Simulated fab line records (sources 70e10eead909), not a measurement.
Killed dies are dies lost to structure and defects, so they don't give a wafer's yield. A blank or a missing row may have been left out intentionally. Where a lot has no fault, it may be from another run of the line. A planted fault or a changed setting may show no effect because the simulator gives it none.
Which of the tools did it? | flow nand harc | 6 lots, 18 wafers sampled, at 1 step of a route of 1159

## WHAT EACH GAUGE READ, for each wafer
NHARC_A_M1_THK_MEAS_24: measures by xrf.
lot  | measured     | on            | thk nm (nm)
L272 | day 18 07:12 | film metro-01 | 154.0 152.0 153.3
L275 | day 19 18:17 | film metro-02 | 155.7 155.9 154.8
L286 | day 21 19:16 | film metro-02 | 154.5 153.8 154.3
L288 | day 22 00:28 | film metro-01 | 155.8 153.9 153.7
L290 | day 22 13:42 | film metro-02 | 154.9 153.4 153.9
L293 | day 22 20:43 | film metro-02 | 154.1 155.0 153.8

## EACH LOT AND THE TOOL THAT RAN IT (in order: tool; ch and the chambers of the sampled wafers; start)
No process step before these readings appears in the record.

## THE ANSWER, worked out from the rows above alone
Rule: the lots themselves supply what counts as usual. The widest of any qualifying gaps counts: lots, ordered by their means at a reading, are off when they make up no more than a third of the lots, leave a main group of 4 or more, and stand apart from it by 3 or more times the standard deviation of that group's means. If all means in a main group match to the digits the tables above print for the reading, that group is not used. A lot without any number at a reading at which 4 lots or more have one is off too. Any other lot the step has rows for is counted as sound.
Across all readings shown, no lot is off: no conclusion can be drawn from this.

## WHAT WAS PUT IN BY THE SIMULATOR
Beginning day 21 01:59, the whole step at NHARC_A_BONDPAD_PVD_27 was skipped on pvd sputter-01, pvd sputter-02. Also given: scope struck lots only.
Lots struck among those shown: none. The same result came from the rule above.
